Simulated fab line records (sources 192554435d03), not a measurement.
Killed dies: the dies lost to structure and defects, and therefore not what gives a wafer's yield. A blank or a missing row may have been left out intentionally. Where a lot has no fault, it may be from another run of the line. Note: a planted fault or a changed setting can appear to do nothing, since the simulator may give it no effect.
Chamber matching | flow n5Finfet | rieDiel-02 running N5_BEOL_M12_DESCUM_33: 4 sister chambers
The step chemistry O2, time 7.9 s. 14 wafers are shown with their chamber, then 7 later ones without.

WAFERS, EACH WITH ITS CHAMBER
wafer  | chamber | drypumpMotorCurrentA (A) | showerheadPlenumPTorr (Torr) | throttleValvePct (%)
L077.2 | 2       | 4.7                      | 2.18                         | 20.15
L077.3 | 0       | 5.5                      | 2.06                         | 20.17
L077.5 | 3       | 6.5                      | 2.06                         | 20.63
L080.2 | 0       | 5.5                      | 2.06                         | 20.17
L080.3 | 3       | 6.5                      | 2.06                         | 20.62
L080.5 | 2       | 4.7                      | 2.18                         | 20.17
L082.1 | 2       | 4.7                      | 2.18                         | 20.17
L082.2 | 0       | 5.5                      | 2.06                         | 20.19
L082.3 | 1       | 5.3                      | 2.08                         | 20.39
L084.2 | 0       | 5.5                      | 2.06                         | 20.19
L084.3 | 2       | 4.7                      | 2.18                         | 20.18
L084.4 | 2       | 4.7                      | 2.18                         | 20.19
L086.2 | 0       | 5.5                      | 2.05                         | 20.21
L086.4 | 3       | 6.4                      | 2.06                         | 20.23

SIGNATURES, as means of the wafers listed above
reading               | chamber 0 | chamber 1 | chamber 2 | chamber 3 | scatter within a chamber
drypumpMotorCurrentA  | 5.500     | 5.300     | 4.700     | 6.467     | 0.0258
showerheadPlenumPTorr | 2.0580    | 2.0800    | 2.1800    | 2.0600    | 0.00283
throttleValvePct      | 20.1860   | 20.3900   | 20.1720   | 20.4933   | 0.103
Rule: distance of a wafer from a chamber = root of the sum over the readings of ((wafer's reading minus chamber's mean) / reading's scatter) squared. The wafer belongs to the nearest chamber; if the next one is less than 2 further off, it can't be placed. The scatter is the square root of a quotient: the sum, over the shown wafers, of each reading's squared deviation from its chamber's mean, divided by wafers minus chambers.

WAFERS WITH NO CHAMBER GIVEN
wafer  | drypumpMotorCurrentA (A) | showerheadPlenumPTorr (Torr) | throttleValvePct (%)
L086.5 | 5.3                      | 2.07                         | 20.42
L090.3 | 6.5                      | 2.05                         | 20.23
L090.4 | 4.7                      | 2.17                         | 20.21
L090.6 | 6.5                      | 2.05                         | 20.24
L093.1 | 5.3                      | 2.07                         | 20.45
L093.2 | 6.4                      | 2.05                         | 20.24
L093.6 | 6.5                      | 2.05                         | 20.26

WHICH CHAMBER EACH WENT THROUGH
wafer  | from the rows above | in truth
L086.5 | 1                   | 1
L090.3 | 3                   | 3
L090.4 | 2                   | 2
L090.6 | 3                   | 3
L093.1 | 1                   | 1
L093.2 | 3                   | 3
L093.6 | 3                   | 3
Correctly placed: 7 of 7. Left unplaced by these rows: 0. Placed wrongly: 0.
